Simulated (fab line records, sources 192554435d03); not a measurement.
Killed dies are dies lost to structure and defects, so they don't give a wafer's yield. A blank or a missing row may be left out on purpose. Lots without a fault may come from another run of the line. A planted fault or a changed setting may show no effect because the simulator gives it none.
A struck lot beside a sound one | flow n5_finfet | 26 steps out of a route of 1938
Sound: wafers L435.3, L435.4, L435.6. Struck: wafers L444.3, L444.4, L444.6. The cause comes at the end.
At each step with rows: each side's tool, then ch and its chambers, then its first start. Under that, the readings that differ: sound wafers | struck wafers | difference of the means | sigmas: that difference in standard deviations of wafers without a fault.
alike: readings whose means differ by less than 2 such deviations, and words and numbers that are the same on both sides. not compared: withheld readings, readings that some wafer has no value for, bounds like >300 that may hide the same value, and numbers for which the record gives no deviation and whose values overlap.
The two part at a step that has a row with sigmas, a row that says differs or no value, or rows on one side only. Numbers that don't overlap but have no deviation are shown without sigmas and don't part them. A reading that every wafer of one side lacks parts them only if that side has two wafers or more.

first, 9 steps without rows for these wafers: N5_FIN_SAQP_COAT_49 (time 60 s, resist thk 100 nm); N5_FIN_SAQP_COAT_50 (time 60 s, resist thk 35 nm); N5_FIN_SAQP_COAT_10 (resist thk 90 nm); N5_FIN_SAQP_EBR_12; N5_FIN_SAQP_SOFTBAKE_11 (time 60 s); N5_FIN_SAQP_EXPOSE_13 (exposes mask FIN CORE, target cd 35.6 nm); N5_FIN_SAQP_PEB_14 (peb time 60 s); N5_FIN_SAQP_DEVELOP_15 (develop time 30 s); N5_FIN_SAQP_DESCUM_21 (chemistry O2, time 7.9 s).
N5_FIN_SAQP_ETCH_51: etches SiARC in CF4, target depth 45.5 nm, time 75.8 s.
  sound on rie_diel-03 ch 0,2,3, day 2 22:23; struck on rie_diel-03 ch 1,2,3, day 5 05:47
  no value came back on the struck wafers for any of 8 readings (bias_w (W), cf4_flow_sccm (sccm) and others); on the sound wafers bias_w (W) reads 36.06 36.07 35.80
  reading                                       | sound             | struck            | difference | sigmas
  model.CAR-ArF_of_FIN_SAQP_COAT_10.thk_nm (nm) | 50.58 50.33 50.69 | 83.54 83.38 83.75 | +33.02     |
  not compared: rf_hours_counter_h
N5_FIN_SAQP_ETCH_52: etches SOC in N2/H2, target depth 100 nm, overetch 20 nm, time 150 s.
  sound on rie_diel-03 ch 0,2,3, day 2 22:26; struck on rie_diel-03 ch 1,2,3, day 5 05:50
  reading               | sound          | struck         | difference | sigmas
  oes_product_au (a.u.) | 0.72 0.67 0.71 | 0.30 0.28 0.27 | -0.42      | -6
  alike: bias_w, chamber_pressure_mTorr, drypump_motor_current_A, rf_vpp_V, showerhead_plenum_p_Torr, throttle_valve_pct
  not compared: rf_hours_counter_h
then, 1 step without rows for these wafers: N5_FIN_SAQP_STRIP_53 (strips in N2/H2).
N5_FIN_SAQP_HM_OPEN_73: chemistry CHF3/O2, target SiO2, stops on a-Si, target depth 12 nm, time 16.8 s.
  sound on rie_diel-03 ch 0,2,3, day 2 22:32; struck on rie_diel-03 ch 1,2,3, day 5 05:56
  reading               | sound          | struck         | difference | sigmas
  oes_product_au (a.u.) | 0.49 0.45 0.48 | 0.30 0.29 0.26 | -0.19      | -4
  alike: bias_w, drypump_motor_current_A, oes_ar_750_au, rf_vpp_V, showerhead_plenum_p_Torr, throttle_valve_pct
  not compared: rf_hours_counter_h
then, 1 step without rows for these wafers: N5_FIN_SAQP_STRIP_74 (strips in CHF3/O2).
N5_FIN_SAQP_MANDREL_ETCH_22: etches a-Si in HBr/Cl2, stops on SiNx, target depth 60 nm, bt time 10 s, time 30 s.
  sound on rie_si-06 ch 0,2, day 2 22:38; struck on rie_si-03 ch 0,1,2, day 5 06:02
  reading                | sound             | struck            | difference | sigmas
  oes_product_au (a.u.)  | 0.756 0.762 0.761 | 0.314 0.300 0.295 | -0.457     | -38
  throttle_valve_pct (%) | 35.34 35.57 35.33 | 36.48 36.27 36.62 | +1.04      | +5
  alike: HBr_flow_sccm, bias_w, drypump_motor_current_A
  not compared: rf_hours_counter_h
then, 5 steps without rows for these wafers: N5_FIN_SAQP_STRIP_55 (strips in N2/H2); N5_FIN_SAQP_STRIP_23 (strips in SPM, time 750 s); N5_FIN_SAQP_SRD_66 (time 30 s); N5_FIN_SAQP_RECESS_75 (chemistry HF/NH3, target SiO2, target depth 14.4 nm, afs cycles 3, sublimation time 60 s); N5_FIN_SAQP_SPACER1_ALD_24 (deposits SiO2, target thk 20.3 nm, pulse time 1 s, purge time 2 s).
N5_FIN_SAQP_SPACER1_ETCHBACK_25: etches SiO2 in CHF3/O2, target depth 24.4 nm, time 12.2 s.
  sound on rie_diel-03 ch 1,3, day 3 00:22; struck on rie_diel-05 ch 0,1, day 5 07:38
  reading                         | sound             | struck            | difference | sigmas
  oes_product_au (a.u.)           | 0.69 0.81 0.70    | 0.26 0.27 0.27    | -0.47      | -6
  showerhead_plenum_p_Torr (Torr) | 2.48 2.55 2.48    | 2.30 2.30 2.30    | -0.20      | -2
  throttle_valve_pct (%)          | 19.39 19.14 19.40 | 18.48 19.29 18.49 | -0.56      | -2
  alike: bias_w, drypump_motor_current_A, oes_ar_750_au, rf_vpp_V
  not compared: rf_hours_counter_h
N5_FIN_SAQP_MANDREL1_REMOVE_56: chemistry HBr/Cl2/O2, target a-Si, stops on SiNx, bt time 10 s.
  sound on rie_si-03 ch 0,1,3, day 3 00:28; struck on rie_si-06 ch 0,3, day 5 07:44
  reading               | sound             | struck            | difference | sigmas
  oes_product_au (a.u.) | 0.996 0.980 1.009 | 0.365 0.370 0.376 | -0.625     | -52
  alike: bias_w, drypump_motor_current_A, throttle_valve_pct
  not compared: rf_hours_counter_h
N5_FIN_SAQP_CD_MEAS_27: target cd 20 nm.
  sound on cd_sem-01 ch 0, day 3 00:35; struck on cd_sem-01 ch 0, day 5 07:51
  reading    | sound             | struck | difference                    | sigmas
  cd_nm (nm) | 20.14 20.43 20.20 | - - -  | no value on the struck wafers |
then, 1 step without rows for these wafers: N5_FIN_SAQP_ETCH_57 (etches SiNx in CH3F/O2, target depth 32.5 nm, time 46.4 s).
N5_BEOL_M4_RC_MEAS_101:
  the record has rows for the sound wafers here (prober-02 ch 0, day 9 12:08) and none for the struck ones
-- the record jumps here: 11 days lie between the struck wafers' starts before and after (it left off in module BEOL_M4 and takes up again in module PASSIVATION, whose first step shown is number 1936 of the route) --
N5_PASSIVATION_PROBE_49:
  the record has rows for the struck wafers here (prober-01, day 16 14:04) and none for the sound ones

WHERE THEY PART
First at N5_FIN_SAQP_ETCH_51; last, within this record, at N5_PASSIVATION_PROBE_49.

WHY: what the simulator had put in
Skipped step whole: rie_diel-03, from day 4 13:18 on, at N5_FIN_SAQP_ETCH_51. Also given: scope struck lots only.
